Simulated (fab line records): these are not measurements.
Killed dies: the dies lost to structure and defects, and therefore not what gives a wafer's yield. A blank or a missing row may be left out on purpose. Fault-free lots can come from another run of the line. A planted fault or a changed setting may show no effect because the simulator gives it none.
Struck lot and sound lot, side by side    flow n5 finfet    38 steps out of a route of 1938
Sound: wafers L141.1, L141.2, L141.5. Wafers L151.1, L151.4, L151.6 were the ones struck. Last of all comes the cause.
For every step that has rows: the tool of each side, followed by ch and its chambers, followed by its first start. Under that, the readings that differ: sound wafers    struck wafers    difference of the means    sigmas: that difference in standard deviations of wafers without a fault.
alike: a reading whose means differ by less than 2 such deviations, as well as words and numbers matching on both sides. not compared: withheld readings; readings where some wafer has no value; bounds like >300 that might hide an equal value; numbers whose values overlap and for which the record gives no deviation.
The two part at a step that has a row with sigmas, a row that says differs or no value, or rows on one side only. When numbers do not overlap yet have no deviation, they are printed without sigmas and do not part them. A reading that every wafer of one side lacks parts them only if that side has two wafers or more.

first, 11 steps without rows for these wafers: N5_FIN_SAQP_SPACER1_ETCHBACK_25 (etches SiO2 in CHF3/O2, target depth 24.4 nm, time 12.2 s); N5_FIN_SAQP_MANDREL1_REMOVE_56 (chemistry HBr/Cl2/O2, target a-Si, stops on SiNx, bt time 10 s); N5_FIN_SAQP_ETCH_57 (etches SiNx in CH3F/O2, target depth 32.5 nm, time 46.4 s); N5_FIN_SAQP_ETCH_65 (etches SiO2 in CF4, target depth 4 nm, time 4.4 s); N5_FIN_SAQP_MANDREL_ETCH_58 (etches a-Si in HBr/Cl2, stops on SiNx, target depth 45 nm, bt time 10 s, time 27 s); N5_FIN_SAQP_RECESS_63 (chemistry HF/NH3, target SiO2, target depth 18 nm, afs cycles 3, sublimation time 60 s); N5_FIN_SAQP_COAT_68 (time 60 s, resist thk 100 nm); N5_FIN_SAQP_ETCH_69 (etches SOC in N2/H2, stops on SiNx, target depth 150 nm); N5_FIN_SAQP_ETCH_67 (etches SiNx in CH3F/O2, target depth 30 nm); N5_FIN_SAQP_STRIP_70 (strips in N2/H2); N5_FIN_SAQP_RECESS_71 (chemistry HF/NH3, target SiO2, target depth 3 nm, afs cycles 1, sublimation time 60 s).
N5_FIN_SAQP_SPACER2_ALD_28: deposits SiO2, target thk 8.1 nm, pulse time 1 s, purge time 2 s.
  sound on ald sin-02 ch 1,2,3, day 5 04:08; struck on ald sin-02 ch 0,2, day 7 13:15
reading                                            sound      struck  difference  sigmas
model.SiO2_of_FIN_SAQP_SPACER2_ALD_28.thk nm (nm)  8.2 8.2 8  3 3 3   -5          
  alike: heater power w, precursor pulse height rel
  not compared: since wet clean h
then, 1 step without rows for these wafers: N5_FIN_SAQP_SPACER2_ETCHBACK_29 (etches SiO2 in CHF3/O2, target depth 12.2 nm, time 6.1 s).
N5_FIN_SAQP_MANDREL2_REMOVE_60: chemistry HBr/Cl2/O2, target a-Si, stops on SiNx, bt time 10 s.
  sound on rie si-04 ch 2,3, day 5 04:33; struck on rie si-04 ch 2,3, day 7 13:44
reading                    sound  struck       difference  sigmas
model.FIN_SAQP.cd nm (nm)  8 8 8  2.8 2.8 2.8  -5.2        
  alike: bias w, drypump motor current A, oes product au, throttle valve pct
  not compared: rf hours counter h
N5_FIN_SAQP_CD_MEAS_31: the cd target is 8 nm.
  sound on cd sem-02 ch 0, day 5 04:40; struck on cd sem-03 ch 0, day 7 13:51
reading     sound           struck          difference  sigmas
cd nm (nm)  8.02 7.78 8.19  2.93 2.79 2.99  -5.09       -20
then, 3 steps without rows for these wafers: N5_FIN_SAQP_HM_OPEN_33 (chemistry CH3F/O2, target SiNx, target depth 49.4 nm, time 70.6 s); N5_FIN_SAQP_ETCH_34 (etches SiO2 in C4F6/O2, target depth 45 nm, time 15 s); N5_FIN_SAQP_STRIP_77 (strips in N2/H2, time 90 s).
N5_FIN_SAQP_HM_CD_35: the cd target is 8 nm.
  sound: cd sem-01 at day 5 04:55; struck: cd sem-03 at day 7 14:10
reading     sound           struck          difference  sigmas
cd nm (nm)  7.87 7.92 7.64  2.52 2.70 2.14  -5.36       -19
then, 1 step without rows for these wafers: N5_FIN_SAQP_ETCH_64 (etches SiO2 in CF4, target depth 1.5 nm).
N5_FIN_SAQP_FIN_ETCH_36: etches the open film in HBr/Cl2/O2, target depth 120 nm, time 50.4 s.
  sound on rie si-02 ch 0,1,2, day 5 04:59; struck on rie si-04 ch 2,3, day 7 14:14
reading                    sound    struck       difference  sigmas
model.FIN_SAQP.cd nm (nm)  8 8.2 8  2.6 2.8 2.6  -5.4        
  alike: bias w, drypump motor current A, oes product au, throttle valve pct
  not compared: rf hours counter h
N5_FIN_SAQP_CD_MEAS_37: the cd target is 8 nm.
  sound: cd sem-01 at day 5 05:07; struck: cd sem-01 at day 7 14:22
reading     sound           struck          difference  sigmas
cd nm (nm)  7.84 7.97 8.10  2.54 2.90 2.65  -5.27       -18
then, 14 steps without rows for these wafers: N5_FIN_SAQP_PRECLEAN_38 (cleans in O3/DIW, time 45 s); N5_FIN_SAQP_PRECLEAN_45 (cleans in dHF, time 10 s); N5_FIN_SAQP_SRD_39 (time 30 s); N5_FIN_CUT_COAT_18 (time 60 s, resist thk 230 nm); N5_FIN_CUT_COAT_19 (time 60 s, resist thk 20 nm); N5_FIN_CUT_COAT_29 (time 60 s, resist thk 10 nm); N5_FIN_CUT_COAT_02 (resist thk 30 nm); N5_FIN_CUT_EBR_04; N5_FIN_CUT_SOFTBAKE_03 (time 60 s); N5_FIN_CUT_EXPOSE_05 (exposes mask FIN CUT); N5_FIN_CUT_PEB_06 (peb time 60 s); N5_FIN_CUT_DEVELOP_07 (develop time 30 s); N5_FIN_CUT_DESCUM_13 (chemistry O2, time 7 s); N5_FIN_CUT_ETCH_30 (etches underlayer in N2/H2, target depth 13 nm, time 10.4 s).
N5_STI_FIN_REVEAL_CD_MEAS_22: target cd 6.238 nm, pitch 28 nm.
  sound: cd sem-01 at day 5 16:33; struck: cd sem-03 at day 8 00:58
reading     sound           struck          difference  sigmas
cd nm (nm)  6.43 6.33 6.33  1.48 0.72 1.03  -5.29       -18
-- the record jumps here: 5 days lie between the struck wafers' starts before and after (it left off in module STI_FIN_REVEAL and takes up again in module BEOL_M4, whose first step shown is number 1111 of the route) --
N5_BEOL_M4_RC_MEAS_101:
  sound on prober-02 ch 0, day 11 16:29; struck on prober-01 ch 0, day 13 10:34
reading             sound              struck             difference  sigmas
DIBL_N (mV/V)       35.1 36.7 33.9     2.9 4.8 3.9        -31.4       -16
DIBL_P (mV/V)       37.2 38.3 35.8     -9.1 -8.3 -9.0     -45.9       -19
IOFF_N (nA/um)      0.15 0.19 0.14     0.00 0.00 0.00     -0.16       -5
IOFF_N_85C (nA/um)  3.0 3.6 2.8        0.1 0.1 0.1        -3.0        -5
IOFF_N_LIN (nA/um)  0.071 0.083 0.067  0.001 0.002 0.001  -0.072      -5
IOFF_P (nA/um)      0.26 0.28 0.23     0.01 0.01 0.01     -0.25       -6
IOFF_P_85C (nA/um)  4.4 4.6 4.0        0.2 0.2 0.2        -4.1        -7
IOFF_P_LIN (nA/um)  0.123 0.126 0.112  0.007 0.008 0.007  -0.113      -8
ION_N (uA/um)       678 698 685        418 426 425        -264        -19
ION_P (uA/um)       483 484 479        343 339 338        -142        -17
SS_N (mV/dec)       71.3 72.2 70.9     63.9 64.7 64.5     -7.1        -11
SS_P (mV/dec)       73.0 73.4 72.3     62.2 62.9 62.3     -10.4       -14
VT_N (mV)           252 247 251        326 323 327        +75         +19
VT_N_LVT (mV)       100 98 101         178 175 178        +77         +20
VT_P (mV)           -242 -244 -248     -295 -296 -303     -53         -16
VT_P_LVT (mV)       -95 -95 -95        -146 -147 -150     -53         -15

== WHERE THEY PART ==
First at N5_FIN_SAQP_CD_MEAS_31; last, within this record, at N5_BEOL_M4_RC_MEAS_101.

WHY: whatever the simulator had introduced
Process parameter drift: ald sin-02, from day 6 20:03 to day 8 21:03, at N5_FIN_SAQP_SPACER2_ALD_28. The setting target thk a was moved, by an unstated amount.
